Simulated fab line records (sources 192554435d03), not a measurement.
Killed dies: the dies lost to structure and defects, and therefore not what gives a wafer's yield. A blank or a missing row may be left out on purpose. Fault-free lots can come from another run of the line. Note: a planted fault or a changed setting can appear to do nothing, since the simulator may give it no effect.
Matching of chambers | flow n5Finfet | pecvd-01 running N5_BEOL_M8_DEP_56: 3 sister chambers
The step deposits SiCN from 3MS/NH3, target thk 10 nm, time 17.5 s. 14 wafers are shown with their chamber, then 7 later ones without.

## WAFERS, EACH WITH ITS CHAMBER
wafer  | chamber | throttleValvePct (%) | showerheadPlenumPTorr (Torr) | chamberPressureTorr (Torr)
L075.1 | 0       | 9.1                  | 3.652                        | 2.998
L075.2 | 2       | 9.0                  | 3.655                        | 2.989
L075.6 | 0       | 9.2                  | 3.650                        | 3.008
L078.2 | 0       | 9.1                  | 3.654                        | 3.010
L078.3 | 2       | 8.8                  | 3.670                        | 2.994
L078.6 | 2       | 8.9                  | 3.679                        | 3.002
L079.1 | 0       | 8.9                  | 3.658                        | 3.002
L079.4 | 2       | 9.1                  | 3.656                        | 3.008
L079.6 | 0       | 8.9                  | 3.659                        | 3.008
L084.1 | 1       | 8.0                  | 3.653                        | 2.990
L084.3 | 0       | 9.0                  | 3.665                        | 3.000
L084.4 | 1       | 8.3                  | 3.657                        | 2.998
L085.1 | 0       | 9.1                  | 3.657                        | 2.991
L085.4 | 2       | 8.7                  | 3.673                        | 3.006

SIGNATURES, as means of the wafers listed above
reading               | chamber 0 | chamber 1 | chamber 2 | scatter within a chamber
throttleValvePct      | 9.043     | 8.150     | 8.900     | 0.142
showerheadPlenumPTorr | 3.65643   | 3.65500   | 3.66660   | 0.00745
chamberPressureTorr   | 3.00243   | 2.99400   | 2.99980   | 0.00719
Rule: a wafer lies at a distance from a chamber equal to the root of the sum of squares, over the readings, of (its reading less the chamber's mean, divided by the reading's scatter). If the next closest chamber is less than 2 further off than the closest, the wafer can't be placed; otherwise it belongs to the closest. The scatter: take each reading less its chamber's mean, square it, sum over the shown wafers, divide by the number of wafers less the number of chambers, and take the root.

## WAFERS MISSING THEIR CHAMBER
wafer  | throttleValvePct (%) | showerheadPlenumPTorr (Torr) | chamberPressureTorr (Torr)
L085.6 | 9.1                  | 3.659                        | 2.990
L093.2 | 8.3                  | 3.663                        | 2.996
L093.4 | 8.9                  | 3.655                        | 3.004
L093.6 | 8.0                  | 3.665                        | 3.002
L095.2 | 9.1                  | 3.656                        | 2.992
L095.5 | 9.0                  | 3.655                        | 3.000
L095.6 | 8.7                  | 3.665                        | 2.988

## EACH ONE'S CHAMBER
wafer  | from the rows above     | in truth
L085.6 | can't be placed: 0 or 2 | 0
L093.2 | 1                       | 1
L093.4 | can't be placed: 0 or 2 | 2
L093.6 | 1                       | 1
L095.2 | can't be placed: 0 or 2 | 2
L095.5 | can't be placed: 0 or 2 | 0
L095.6 | can't be placed: 2 or 0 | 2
Placed correctly: 2 of 7. These rows do not allow placing 5 (true chamber among the candidates in 5). Placed wrongly: 0.
